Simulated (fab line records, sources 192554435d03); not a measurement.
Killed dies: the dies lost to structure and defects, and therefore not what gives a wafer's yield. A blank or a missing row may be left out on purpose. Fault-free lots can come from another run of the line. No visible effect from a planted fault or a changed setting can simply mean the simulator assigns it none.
fab line records -- flow n5_finfet -- part 1 of 2: steps 1 to 4 of 6
record lots=24, wafers=72, last_day=17
route steps=1938 shown ZERO_LAYER@13 FIN_SAQP@130
lots that met no fault: from a run of the same line without faults
start_h: hours from the record's first day to the start of the lot's first wafer shown -- wait_h: how many hours have passed since the lot's step before this one -- " as in the row above -- L1.1+2: a single row standing in for several wafers -- - value missing, or start not given -- * or withheld: withheld -- < > ~ a bound
route shown NAME@n: names a module that has steps shown in the file, with the first one's number in the route -- usual: mean and standard deviation over wafers with no fault -- same: alike in all rows -- chamber/n: place in a boat -- sites: readings site by site -- _std_site: standard deviation of those values -- _edge_site: the outer-site mean with the inner-site mean subtracted -- radius_mm: how far each site lies from the wafer's centre -- mask NAME#n: copy n -- behind: the last tool/chamber to shape the wafer -- hold: cause of the lot's hold/its duration in hours/its outcome -- device: whichever transistor did not switch (one of n, p or np) -- end of line: tests run on the same wafers once the route is complete -- a step given without rows: its recipe and nothing more -- killed: at the first sort, the dies lost to defects and structure; wafer yield is something else -- map: a wafer's dies, marking killed ones x, the rest . and places with no die _
set.NAME: the setting the step ran with; set.NAME@STEP: the setting that earlier step ran with -- model.NAME: the simulator's own value behind a step, which no gauge read
the route's steps for a sample of lots (tables are steps, rows are wafers)
services: the hour from which a tool's chamber was out of use, counted from the record's first day as start_h (under 0 if before that day), plus the number of hours and why
## steps
# step N5_ZERO_LAYER_CD_MEAS_11
# recipe target_cd_nm=2000, landing_energy_ev=500, detector=se_inlens
# usual cd_nm=2000.5/1.5
lot.wafer,tool,chamber,start_h,wait_h,cd_nm
L074.1,cd_sem-03,0,12.78,-,1999.9
L074.2,cd_sem-03,0,12.78,-,2001.9
L074.3,cd_sem-03,0,12.78,-,1999.7
L075.1,cd_sem-02,0,18.77,-,1998.9
L075.2,cd_sem-02,0,18.77,-,1998.7
L075.4,cd_sem-02,0,18.77,-,1996.4
L076.1,cd_sem-01,0,24.81,-,2002.8
L076.2,cd_sem-01,0,24.81,-,2003.9
L076.4,cd_sem-01,0,24.81,-,2002.1
L077.1,cd_sem-03,0,30.77,-,1998.1
L077.5,cd_sem-03,0,30.77,-,2001.3
L077.6,cd_sem-03,0,30.77,-,2000.2
L078.1,cd_sem-03,0,36.64,-,2002.5
L078.2,cd_sem-03,0,36.64,-,2000.8
L078.3,cd_sem-03,0,36.64,-,2001.2
L079.1,cd_sem-02,0,42.64,-,2001.5
L079.2,cd_sem-02,0,42.64,-,1999.7
L079.3,cd_sem-02,0,42.64,-,1997.0
L080.2,cd_sem-03,0,48.67,-,1999.0
L080.5,cd_sem-03,0,48.67,-,1999.7
L080.6,cd_sem-03,0,48.67,-,2002.7
L081.1,cd_sem-02,0,54.65,-,2001.0
L081.2,cd_sem-02,0,54.65,-,2000.5
L081.6,cd_sem-02,0,54.65,-,1999.7
L082.2,cd_sem-02,0,60.77,-,2000.9
L082.5,cd_sem-02,0,60.77,-,2000.5
L082.6,cd_sem-02,0,60.77,-,2002.1
L083.1,cd_sem-03,0,66.64,-,2002.6
L083.3,cd_sem-03,0,66.64,-,2000.7
L083.5,cd_sem-03,0,66.64,-,2000.3
L084.1,cd_sem-02,0,72.77,-,2001.2
L084.3,cd_sem-02,0,72.77,-,2002.2
L084.6,cd_sem-02,0,72.77,-,2002.6
L085.3,cd_sem-02,0,78.64,-,2000.9
L085.4,cd_sem-02,0,78.64,-,2001.2
L085.5,cd_sem-02,0,78.64,-,2000.1
L086.2,cd_sem-02,0,84.77,-,2001.9
L086.5,cd_sem-02,0,84.77,-,2002.3
L086.6,cd_sem-02,0,84.77,-,2003.4
L087.3,cd_sem-02,0,90.66,-,1999.0
L087.5,cd_sem-02,0,90.66,-,1999.3
L087.6,cd_sem-02,0,90.66,-,1999.9
L088.1,cd_sem-02,0,96.68,-,1998.0
L088.3,cd_sem-02,0,96.68,-,1999.2
L088.4,cd_sem-02,0,96.68,-,1998.9
L089.1,cd_sem-02,0,102.80,-,2001.7
L089.3,cd_sem-02,0,102.80,-,2002.4
L089.6,cd_sem-02,0,102.80,-,2001.0
L090.1,cd_sem-03,0,108.78,-,2000.8
L090.3,cd_sem-03,0,108.78,-,1998.9
L090.5,cd_sem-03,0,108.78,-,2000.0
L091.1,cd_sem-03,0,114.66,-,2002.0
L091.5,cd_sem-03,0,114.66,-,1998.7
L091.6,cd_sem-03,0,114.66,-,1998.6
L092.1,cd_sem-03,0,120.77,-,1999.3
L092.2,cd_sem-03,0,120.77,-,1999.2
L092.3,cd_sem-03,0,120.77,-,1999.9
L093.1,cd_sem-02,0,126.77,-,1999.1
L093.2,cd_sem-02,0,126.77,-,2000.0
L093.4,cd_sem-02,0,126.77,-,2000.2
L094.2,cd_sem-03,0,132.78,-,1999.0
L094.4,cd_sem-03,0,132.78,-,1998.4
L094.6,cd_sem-03,0,132.78,-,1999.9
L095.1,cd_sem-03,0,138.64,-,2001.2
L095.4,cd_sem-03,0,138.64,-,1999.6
L095.6,cd_sem-03,0,138.64,-,2001.2
L096.2,cd_sem-02,0,144.65,-,2000.3
L096.4,cd_sem-02,0,144.65,-,1999.9
L096.6,cd_sem-02,0,144.65,-,2002.0
L097.3,cd_sem-02,0,150.64,-,2002.6
L097.4,cd_sem-02,0,150.64,-,2001.1
L097.5,cd_sem-02,0,150.64,-,2002.2
# step N5_ZERO_LAYER_DESCUM_16
# recipe chemistry=O2, time_s=7.9, source_power_w=50, bias_power_w=20, pressure_mtorr=20, rf_frequency_hz=2.712e+07, temp_c=40, o2_flow_sccm=225
# usual drypump_motor_current_A=5.5/0.38, oes_product_au=0.80/0.089, rf_vpp_V=243.7/1.2, showerhead_plenum_p_Torr=2.12/0.059, throttle_valve_pct=20.37/0.22
lot.wafer,tool,chamber,start_h,wait_h,drypump_motor_current_A,oes_product_au,rf_hours_counter_h,rf_vpp_V,showerhead_plenum_p_Torr,throttle_valve_pct
L074.1,rie_diel-03,2,12.82,0.0,4.8,0.70,208,244.8,2.16,20.63
L074.2,rie_diel-03,1,12.82,0.0,5.4,0.86,57,243.3,2.12,20.17
L074.3,rie_diel-03,3,12.82,0.0,5.3,0.73,142,242.8,2.09,20.29
L075.1,rie_diel-02,2,18.81,0.0,5.2,0.82,109,243.9,2.12,20.52
L075.2,rie_diel-02,0,18.81,0.0,5.9,0.69,239,241.5,1.97,20.15
L075.4,rie_diel-02,3,18.81,0.0,5.7,0.78,124,244.8,2.20,20.37
L076.1,rie_diel-05,1,24.90,0.1,5.0,0.75,158,244.6,2.17,20.18
L076.2,rie_diel-05,2,24.90,0.1,6.3,0.74,167,242.8,2.01,20.70
L076.4,rie_diel-05,0,24.90,0.1,6.4,0.71,197,242.1,2.08,20.74
L077.1,rie_diel-03,1,30.80,0.0,5.4,0.86,63,242.5,2.12,20.18
L077.5,rie_diel-03,1,30.80,0.0,5.4,0.86,-,244.6,2.12,20.19
L077.6,rie_diel-03,2,30.80,0.0,4.8,0.71,-,243.6,2.16,20.63
L078.1,rie_diel-02,1,36.82,0.2,5.4,0.68,247,243.7,2.16,20.55
L078.2,rie_diel-02,2,36.82,0.2,5.2,0.81,116,242.7,2.11,20.54
L078.3,rie_diel-02,0,36.82,0.2,5.9,0.68,244,241.2,1.97,20.15
L079.1,rie_diel-03,1,42.72,0.1,5.4,0.85,66,242.6,2.12,20.20
L079.2,rie_diel-03,0,42.72,0.1,5.5,0.86,53,243.1,2.13,20.33
L079.3,rie_diel-03,2,42.72,0.1,4.8,0.69,218,243.4,2.16,20.63
L080.2,rie_diel-03,0,49.04,0.4,5.5,0.85,55,243.4,2.13,20.32
L080.5,rie_diel-03,3,49.04,0.4,5.4,0.73,-,242.8,2.08,20.32
L080.6,rie_diel-03,2,49.04,0.4,4.8,0.69,-,244.6,2.16,20.65
L081.1,rie_diel-03,3,54.69,0.0,5.3,0.72,156,243.5,2.08,20.31
L081.2,rie_diel-03,1,54.69,0.0,5.5,0.85,71,245.4,2.12,20.19
L081.6,rie_diel-03,3,54.69,0.0,5.4,0.73,-,243.9,2.08,20.30
L082.2,rie_diel-02,2,60.80,0.0,5.2,0.81,125,243.9,2.11,20.55
L082.5,rie_diel-02,3,60.80,0.0,5.8,0.78,-,244.9,2.19,20.41
L082.6,rie_diel-02,0,60.80,0.0,5.9,0.68,-,240.9,1.96,20.15
L083.1,rie_diel-02,1,66.68,0.0,5.4,1.01,0,243.1,2.15,20.18
L083.3,rie_diel-02,2,66.68,0.0,5.2,0.80,127,244.5,2.11,20.52
L083.5,rie_diel-02,2,66.68,0.0,5.2,0.79,-,244.0,2.11,20.54
L084.1,rie_diel-02,1,73.18,0.4,5.4,0.98,2,243.8,2.15,20.18
L084.3,rie_diel-02,3,73.18,0.4,5.8,0.77,141,245.2,2.19,20.39
L084.6,rie_diel-02,3,73.18,0.4,5.8,0.77,-,246.2,2.19,20.42
L085.3,rie_diel-02,3,78.68,0.0,5.8,0.76,144,245.5,2.19,20.42
L085.4,rie_diel-02,1,78.68,0.0,5.4,0.96,-,242.4,2.15,20.21
L085.5,rie_diel-02,3,78.68,0.0,5.8,0.77,-,245.3,2.19,20.42
L086.2,rie_diel-05,2,84.80,0.0,6.4,0.72,186,241.5,2.00,20.76
L086.5,rie_diel-05,0,84.80,0.0,6.5,0.69,-,242.1,2.07,20.75
L086.6,rie_diel-05,3,84.80,0.0,5.5,0.78,-,240.9,2.01,20.51
L087.3,rie_diel-03,1,90.70,0.0,5.4,0.85,79,242.7,2.11,20.21
L087.5,rie_diel-03,1,90.70,0.0,5.4,0.84,-,242.6,2.11,20.20
L087.6,rie_diel-03,0,90.70,0.0,5.6,0.84,-,243.8,2.13,20.35
L088.1,rie_diel-02,3,97.36,0.7,5.8,0.75,150,245.1,2.19,20.44
L088.3,rie_diel-02,1,97.36,0.7,5.4,0.93,10,244.7,2.15,20.21
L088.4,rie_diel-02,2,97.36,0.7,5.2,0.79,137,244.3,2.11,20.55
L089.1,rie_diel-03,1,102.84,0.0,5.4,0.83,84,244.9,2.11,20.22
L089.3,rie_diel-03,3,102.84,0.0,5.4,0.71,170,242.2,2.08,20.34
L089.6,rie_diel-03,0,102.84,0.0,5.5,0.83,-,243.7,2.13,20.35
L090.1,rie_diel-03,0,108.82,0.0,5.5,0.84,74,242.6,2.13,20.35
L090.3,rie_diel-03,1,108.82,0.0,5.4,0.83,86,244.4,2.11,20.22
L090.5,rie_diel-03,1,108.82,0.0,5.4,0.83,-,243.0,2.11,20.20
L091.1,rie_diel-05,1,114.74,0.1,5.0,0.73,185,244.6,2.16,20.22
L091.5,rie_diel-05,3,114.74,0.1,5.5,0.77,-,243.7,2.01,20.54
L091.6,rie_diel-05,2,114.74,0.1,6.3,0.71,-,242.8,2.00,20.76
L092.1,rie_diel-02,1,121.10,0.3,5.4,0.93,15,244.4,2.15,20.22
L092.2,rie_diel-02,0,121.10,0.3,5.9,0.98,10,244.4,2.22,19.85
L092.3,rie_diel-02,3,121.10,0.3,5.8,0.75,157,245.1,2.18,20.44
L093.1,rie_diel-03,1,126.91,0.1,5.4,0.82,90,243.8,2.11,20.21
L093.2,rie_diel-03,3,126.91,0.1,5.3,0.71,177,242.2,2.07,20.35
L093.4,rie_diel-03,0,126.91,0.1,5.6,0.82,78,242.6,2.13,20.35
L094.2,rie_diel-02,1,132.82,0.0,5.4,0.92,20,244.4,2.15,20.23
L094.4,rie_diel-02,2,132.82,0.0,5.2,0.78,149,243.9,2.10,20.58
L094.6,rie_diel-02,1,132.82,0.0,5.4,0.92,-,245.1,2.15,20.22
L095.1,rie_diel-02,1,138.91,0.3,5.4,0.90,21,243.2,2.15,20.25
L095.4,rie_diel-02,2,138.91,0.3,5.1,0.78,150,243.4,2.10,20.57
L095.6,rie_diel-02,1,138.91,0.3,5.4,0.91,-,244.0,2.15,20.21
L096.2,rie_diel-03,3,144.81,0.2,5.3,0.71,183,242.5,2.07,20.37
L096.4,rie_diel-03,2,144.81,0.2,4.8,0.68,250,242.8,2.15,20.67
L096.6,rie_diel-03,1,144.81,0.2,5.4,0.83,-,243.1,2.11,20.22
L097.3,rie_diel-02,3,150.68,0.0,5.8,0.75,165,245.2,2.18,20.47
L097.4,rie_diel-02,2,150.68,0.0,5.2,0.78,154,242.8,2.10,20.57
L097.5,rie_diel-02,0,150.68,0.0,5.9,0.95,-,245.8,2.22,19.85
# step N5_FIN_SAQP_ETCH_65
# recipe chemistry=CF4, target=SiO2, target_depth_a=40, ion_energy_ev=350, time_s=4.4, pressure_mtorr=10, icp_w=800, bias_w=400, cf4_flow_sccm=80
# usual drypump_motor_current_A=5.7/0.51, oes_product_au=1.000/0.014, throttle_valve_pct=21.73/0.2
lot.wafer,tool,chamber,start_h,wait_h,drypump_motor_current_A,oes_product_au,rf_hours_counter_h,throttle_valve_pct
L074.1,rie_si-06,3,24.81,0.1,4.9,1.008,42,21.65
L074.2,rie_si-06,0,24.81,0.1,6.2,1.023,5,21.93
L074.3,rie_si-06,2,24.81,0.1,5.1,0.994,76,21.74
L075.1,rie_si-04,0,30.37,0.1,5.8,0.988,23,21.97
L075.2,rie_si-04,3,30.37,0.1,6.0,0.990,193,21.80
L075.4,rie_si-04,1,30.37,0.1,6.5,1.021,62,22.05
L076.1,rie_si-06,0,38.62,0.1,6.2,1.012,6,21.93
L076.2,rie_si-06,2,38.62,0.1,5.1,0.993,76,21.72
L076.4,rie_si-06,1,38.62,0.1,5.9,1.001,120,21.49
L077.1,rie_si-06,1,42.62,0.1,5.9,0.995,120,21.47
L077.5,rie_si-06,3,42.62,0.1,4.9,1.000,-,21.63
L077.6,rie_si-06,2,42.62,0.1,5.1,0.982,-,21.72
L078.1,rie_si-06,3,49.25,0.1,5.0,0.984,42,21.65
L078.2,rie_si-06,2,49.25,0.1,5.1,0.997,76,21.72
L078.3,rie_si-06,1,49.25,0.1,5.9,0.999,120,21.49
L079.1,rie_si-06,1,56.72,0.1,5.9,0.989,120,21.49
L079.2,rie_si-06,2,56.72,0.1,5.1,0.993,77,21.71
L079.3,rie_si-06,0,56.72,0.1,6.2,1.007,6,21.92
L080.2,rie_si-06,2,61.00,0.1,5.1,0.998,77,21.73
L080.5,rie_si-06,2,61.00,0.1,5.1,0.988,-,21.72
L080.6,rie_si-06,1,61.00,0.1,5.9,0.988,-,21.48
L081.1,rie_si-02,0,66.74,0.1,5.3,0.985,191,22.06
L081.2,rie_si-02,2,66.74,0.1,6.2,1.018,59,21.59
L081.6,rie_si-02,0,66.74,0.1,5.3,0.992,-,22.05
L082.2,rie_si-02,0,73.25,0.1,5.3,0.993,191,22.05
L082.5,rie_si-02,1,73.25,0.1,6.3,0.994,-,21.41
L082.6,rie_si-02,2,73.25,0.1,6.2,1.026,-,21.59
L083.1,rie_si-04,2,78.63,0.1,5.7,1.007,75,21.70
L083.3,rie_si-04,1,78.63,0.1,6.5,1.024,63,22.06
L083.5,rie_si-04,1,78.63,0.1,6.5,1.034,-,22.09
L084.1,rie_si-02,0,85.62,0.1,5.2,0.987,191,22.05
L084.3,rie_si-02,3,85.62,0.1,5.8,1.018,103,21.92
L084.6,rie_si-02,0,85.62,0.1,5.3,0.983,-,22.03
L085.3,rie_si-06,1,91.65,0.1,5.9,1.002,121,21.50
L085.4,rie_si-06,0,91.65,0.1,6.2,1.011,7,21.92
L085.5,rie_si-06,1,91.65,0.1,5.9,0.985,-,21.49
L086.2,rie_si-06,1,98.73,0.1,5.9,1.001,121,21.48
L086.5,rie_si-06,2,98.73,0.1,5.1,1.003,-,21.72
L086.6,rie_si-06,1,98.73,0.1,5.9,1.000,-,21.50
L087.3,rie_si-06,2,104.42,0.1,5.1,0.986,77,21.73
L087.5,rie_si-06,0,104.42,0.1,6.2,1.013,-,21.92
L087.6,rie_si-06,1,104.42,0.1,5.9,0.991,-,21.50
L088.1,rie_si-06,0,109.30,0.1,6.2,1.024,7,21.91
L088.3,rie_si-06,1,109.30,0.1,5.9,0.986,121,21.49
L088.4,rie_si-06,3,109.30,0.1,4.9,0.989,44,21.64
L089.1,rie_si-06,3,114.94,0.1,4.9,0.979,44,21.63
L089.3,rie_si-06,1,114.94,0.1,5.9,0.992,121,21.48
L089.6,rie_si-06,0,114.94,0.1,6.2,1.002,-,21.93
L090.1,rie_si-06,0,121.84,0.1,6.2,1.014,8,21.93
L090.3,rie_si-06,2,121.84,0.1,5.1,0.993,78,21.72
L090.5,rie_si-06,1,121.84,0.1,5.9,0.997,-,21.49
L091.1,rie_si-06,0,126.89,0.1,6.2,1.029,8,21.93
L091.5,rie_si-06,3,126.89,0.1,4.9,0.993,-,21.66
L091.6,rie_si-06,0,126.89,0.1,6.2,1.012,-,21.92
L092.1,rie_si-04,3,136.59,0.1,6.0,0.997,195,21.79
L092.2,rie_si-04,1,136.59,0.1,6.5,1.019,64,22.08
L092.3,rie_si-04,0,136.59,0.1,5.8,1.005,24,21.99
L093.1,rie_si-06,2,139.40,0.1,5.1,0.992,78,21.75
L093.2,rie_si-06,0,139.40,0.1,6.2,1.016,8,21.93
L093.4,rie_si-06,1,139.40,0.1,5.9,0.995,122,21.49
L094.2,rie_si-06,1,145.17,0.1,5.9,0.979,122,21.48
L094.4,rie_si-06,2,145.17,0.1,5.1,0.993,78,21.72
L094.6,rie_si-06,3,145.17,0.1,5.0,0.999,-,21.65
L095.1,rie_si-02,1,151.13,0.1,6.3,0.990,153,21.41
L095.4,rie_si-02,0,151.13,0.1,5.3,0.983,193,22.03
L095.6,rie_si-02,0,151.13,0.1,5.2,0.982,-,22.04
L096.2,rie_si-06,2,157.25,0.1,5.1,0.992,79,21.73
L096.4,rie_si-06,0,157.25,0.1,6.2,1.024,8,21.92
L096.6,rie_si-06,3,157.25,0.1,5.0,0.998,-,21.66
L097.3,rie_si-04,2,162.23,0.1,5.8,1.019,76,21.71
L097.4,rie_si-04,3,162.23,0.1,6.0,1.007,0,21.64
L097.5,rie_si-04,0,162.23,0.1,5.8,1.007,-,21.97
# step N5_FIN_SAQP_MANDREL_ETCH_58
# recipe chemistry=HBr/Cl2, target=a-Si, target_depth_a=450, bt_time_s=10, stop_on=SiNx, mask_material=SiO2, over_etch_frac=0.8, time_s=27, pressure_mtorr=10, icp_w=800, bias_w=75, HBr_flow_sccm=150, Cl2_flow_sccm=80, ends=end_point
# usual HBr_flow_sccm=150.0/0.45, drypump_motor_current_A=5.7/0.51, oes_product_au=0.700/0.011, throttle_valve_pct=35.49/0.29
lot.wafer,tool,chamber,start_h,wait_h,HBr_flow_sccm,drypump_motor_current_A,oes_product_au,rf_hours_counter_h,throttle_valve_pct
L074.1,rie_si-06,3,24.84,0.0,149.9,5.0,0.699,42,35.51
L074.2,rie_si-06,0,24.84,0.0,150.6,6.2,0.712,5,35.64
L074.3,rie_si-06,2,24.84,0.0,149.2,5.1,0.694,76,35.47
L075.1,rie_si-04,0,30.41,0.0,148.9,5.8,0.688,23,35.87
L075.2,rie_si-04,3,30.41,0.0,150.1,6.0,0.690,193,35.71
L075.4,rie_si-04,1,30.41,0.0,150.5,6.5,0.713,62,36.02
L076.1,rie_si-06,0,38.66,0.0,150.2,6.2,0.705,6,35.62
L076.2,rie_si-06,2,38.66,0.0,150.6,5.1,0.677,76,35.46
L076.4,rie_si-06,1,38.66,0.0,149.9,5.9,0.713,120,35.05
L077.1,rie_si-06,1,42.65,0.0,150.3,5.9,0.693,120,35.07
L077.5,rie_si-06,3,42.65,0.0,149.6,5.0,0.691,-,35.51
L077.6,rie_si-06,2,42.65,0.0,150.5,5.1,0.684,-,35.44
L078.1,rie_si-06,3,49.28,0.0,149.9,5.0,0.696,42,35.50
L078.2,rie_si-06,2,49.28,0.0,149.6,5.1,0.678,76,35.48
L078.3,rie_si-06,1,49.28,0.0,150.3,5.9,0.713,120,35.06
L079.1,rie_si-06,1,56.75,0.0,150.1,5.9,0.693,120,35.08
L079.2,rie_si-06,2,56.75,0.0,150.0,5.1,0.669,77,35.47
L079.3,rie_si-06,0,56.75,0.0,149.1,6.2,0.713,6,35.62
L080.2,rie_si-06,2,61.03,0.0,150.2,5.1,0.697,77,35.46
L080.5,rie_si-06,2,61.03,0.0,151.2,5.1,0.686,-,35.46
L080.6,rie_si-06,1,61.03,0.0,149.6,5.9,0.703,-,35.06
L081.1,rie_si-02,0,66.77,0.0,149.6,5.3,0.696,191,35.99
L081.2,rie_si-02,2,66.77,0.0,150.0,6.2,0.712,59,35.48
L081.6,rie_si-02,0,66.77,0.0,150.2,5.3,0.695,-,36.00
L082.2,rie_si-02,0,73.28,0.0,150.4,5.3,0.697,191,35.98
L082.5,rie_si-02,1,73.28,0.0,149.4,6.3,0.695,-,34.98
L082.6,rie_si-02,2,73.28,0.0,149.8,6.2,0.713,-,35.47
L083.1,rie_si-04,2,78.66,0.0,150.4,5.7,0.700,75,35.35
L083.3,rie_si-04,1,78.66,0.0,148.8,6.5,0.708,63,36.00
L083.5,rie_si-04,1,78.66,0.0,149.6,6.5,0.696,-,36.01
L084.1,rie_si-02,0,85.65,0.0,150.5,5.3,0.700,191,36.01
L084.3,rie_si-02,3,85.65,0.0,150.2,5.8,0.709,103,35.67
L084.6,rie_si-02,0,85.65,0.0,149.6,5.3,0.688,-,35.99
L085.3,rie_si-06,1,91.69,0.0,150.4,5.9,0.696,121,35.08
L085.4,rie_si-06,0,91.69,0.0,150.5,6.2,0.706,7,35.63
L085.5,rie_si-06,1,91.69,0.0,150.3,5.9,0.701,-,35.06
L086.2,rie_si-06,1,98.76,0.0,150.3,5.9,0.687,121,35.09
L086.5,rie_si-06,2,98.76,0.0,150.2,5.1,0.683,-,35.44
L086.6,rie_si-06,1,98.76,0.0,149.8,5.9,0.706,-,35.06
L087.3,rie_si-06,2,104.46,0.0,149.9,5.1,0.689,77,35.48
L087.5,rie_si-06,0,104.46,0.0,149.5,6.2,0.723,-,35.62
L087.6,rie_si-06,1,104.46,0.0,150.0,5.9,0.703,-,35.07
L088.1,rie_si-06,0,109.33,0.0,149.7,6.2,0.707,7,35.62
L088.3,rie_si-06,1,109.33,0.0,148.6,5.9,0.707,121,35.07
L088.4,rie_si-06,3,109.33,0.0,149.5,5.0,0.696,44,35.49
L089.1,rie_si-06,3,114.97,0.0,149.8,4.9,0.696,44,35.51
L089.3,rie_si-06,1,114.97,0.0,149.7,5.9,0.702,121,35.07
L089.6,rie_si-06,0,114.97,0.0,150.0,6.2,0.708,-,35.61
L090.1,rie_si-06,0,121.88,0.0,150.2,6.2,0.713,8,35.64
L090.3,rie_si-06,2,121.88,0.0,150.4,5.1,0.680,78,35.46
L090.5,rie_si-06,1,121.88,0.0,149.1,5.9,0.698,-,35.07
L091.1,rie_si-06,0,126.93,0.0,150.0,6.2,0.708,8,35.63
L091.5,rie_si-06,3,126.93,0.0,150.5,5.0,0.696,-,35.49
L091.6,rie_si-06,0,126.93,0.0,149.8,6.2,0.717,-,35.61
L092.1,rie_si-04,3,136.62,0.0,151.0,6.0,0.684,195,35.74
L092.2,rie_si-04,1,136.62,0.0,149.9,6.5,0.705,64,36.02
L092.3,rie_si-04,0,136.62,0.0,149.4,5.8,0.696,24,35.90
L093.1,rie_si-06,2,139.43,0.0,150.1,5.1,0.679,78,35.47
L093.2,rie_si-06,0,139.43,0.0,150.0,6.2,0.704,8,35.63
L093.4,rie_si-06,1,139.43,0.0,149.7,5.9,0.710,122,35.04
L094.2,rie_si-06,1,145.20,0.0,150.1,5.9,0.696,122,35.10
L094.4,rie_si-06,2,145.20,0.0,149.9,5.1,0.684,78,35.47
L094.6,rie_si-06,3,145.20,0.0,150.2,4.9,0.697,-,35.48
L095.1,rie_si-02,1,151.16,0.0,150.1,6.3,0.694,153,35.00
L095.4,rie_si-02,0,151.16,0.0,150.0,5.2,0.695,193,36.00
L095.6,rie_si-02,0,151.16,0.0,150.5,5.2,0.709,-,35.96
L096.2,rie_si-06,2,157.29,0.0,149.6,5.1,0.683,79,35.45
L096.4,rie_si-06,0,157.29,0.0,150.3,6.2,0.719,8,35.60
L096.6,rie_si-06,3,157.29,0.0,150.1,5.0,0.698,-,35.49
L097.3,rie_si-04,2,162.27,0.0,150.4,5.8,0.696,76,35.34
L097.4,rie_si-04,3,162.27,0.0,150.4,6.0,0.702,0,35.51
L097.5,rie_si-04,0,162.27,0.0,150.9,5.7,0.687,-,35.88
